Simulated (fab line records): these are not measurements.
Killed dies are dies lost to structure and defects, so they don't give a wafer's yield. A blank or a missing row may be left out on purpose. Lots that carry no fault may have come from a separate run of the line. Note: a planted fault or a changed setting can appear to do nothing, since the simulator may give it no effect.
Split-lot trial ; flow n5Finfet ; 21 wafers read from 7 lots, route of 1938 steps

## SPLIT DETAILS
At N5_BEOL_M7_TRENCH_ETCH_37 (etches SiCOH lowk in C4F6/O2, target depth 93.478 nm, time 31.2 s), the setting sourceW was moved away from the recipe's 345 W on 5 of the 21 wafers read, by -13.2% to +16.4%. All remaining wafers had this setting at the recipe value.

## FROM THE SPLIT TO THE READING: what the file shows between them, 2 steps
- N5_BEOL_M7_ETCH_41: etches SiCN in CH3F/O2, target depth 31.9 nm, time 57.8 s
- N5_BEOL_M7_STRIP_80: strips in N2/H2, time 10 s

## THE READING
trenchDepthNm, in nm, at N5_BEOL_M7_OCD_MEAS_38. Typical for fault-free wafers on this fab line: 93.0 nm, with standard deviation 1.5 nm.

wafer;tool, chamber at the split;sourceW as run, W;against the recipe;trenchDepthNm, nm;against lot-mates on the recipe
L079.2;rieDiel-02, 1;299.5;-13.2%;88.5;-3.2
L079.5;rieDiel-02, 2;345;recipe;89.2;-
L079.6;rieDiel-02, 1;345;recipe;94.3;-
L081.1;rieDiel-04, 1;345;recipe;92.1;-
L081.3;rieDiel-04, 0;345;recipe;92.1;-
L081.5;rieDiel-04, 0;345;recipe;91.1;-
L083.1;rieDiel-02, 0;345;recipe;95.3;-
L083.3;rieDiel-02, 2;345;recipe;91.5;-
L083.4;rieDiel-02, 1;345;recipe;95.5;-
L084.2;rieDiel-04, 1;345;recipe;92.3;-
L084.5;rieDiel-04, 2;345;recipe;91.4;-
L084.6;rieDiel-04, 1;345;recipe;92.7;-
L091.2;rieDiel-02, 0;345;recipe;93.3;-
L091.4;rieDiel-02, 2;401.5;+16.4%;100.2;+7.5
L091.6;rieDiel-02, 0;345;recipe;92.1;-
L094.1;rieDiel-02, 2;345;recipe;94.5;-
L094.2;rieDiel-02, 3;398.1;+15.4%;98.8;+5.0
L094.3;rieDiel-02, 0;345;recipe;93.1;-
L095.1;rieDiel-02, 2;345;recipe;93.7;-
L095.2;rieDiel-02, 3;401.6;+16.4%;100.5;+6.8
L095.3;rieDiel-02, 1;401.6;+16.4%;101.1;+7.4

FIT RESULTS
A straight line over all 21 wafers: trenchDepthNm changes by +0.433 nm for each +1% of sourceW; r = +0.91; the points scatter about the line by 1.5 nm.
The same after taking each lot's own level away (the mean of its wafers on the recipe; 21 wafers): +0.383 nm for each +1%; r = +0.91; scatter 1.3 nm.
On that fit, the largest move of sourceW shifts the reading by 6.3 nm.
Across the lots, their own levels run from 91.75 to 94.10 nm, a range of 1.6 times the standard deviation given above.
So the slope is not independent of the lot-to-lot level: the two fits are not the same.
Check: with one of the wafers moved furthest among these (+16.4%) left out of the fit, the line predicts +6.37 nm for it against its lot-mates. It came out at +6.8 nm against them.

## THE WHOLE CHAIN: every reading that the file lists as answering this split, in the file's order
step;what it does;reading;change (the file's fit);r (the file's)
N5_BEOL_M7_TRENCH_ETCH_37;etches SiCOH lowk in C4F6/O2, target depth 93.478 nm, time 31.2 s;etch.depthNm (the simulator's own value, which no gauge read);+0.376 nm for each +1% of the setting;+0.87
N5_BEOL_M7_TRENCH_ETCH_37;etches SiCOH lowk in C4F6/O2, target depth 93.478 nm, time 31.2 s;BEOL_M7.featureDepthNm (the simulator's own value, which no gauge read);+0.381 nm for each +1% of the setting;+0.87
N5_BEOL_M7_OCD_MEAS_38;;trenchDepthNm;+0.378 nm for each +1% of the setting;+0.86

## THE FILE'S OWN FIT
trenchDepthNm changes by +0.378 nm for each +1% of sourceW, r = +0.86.
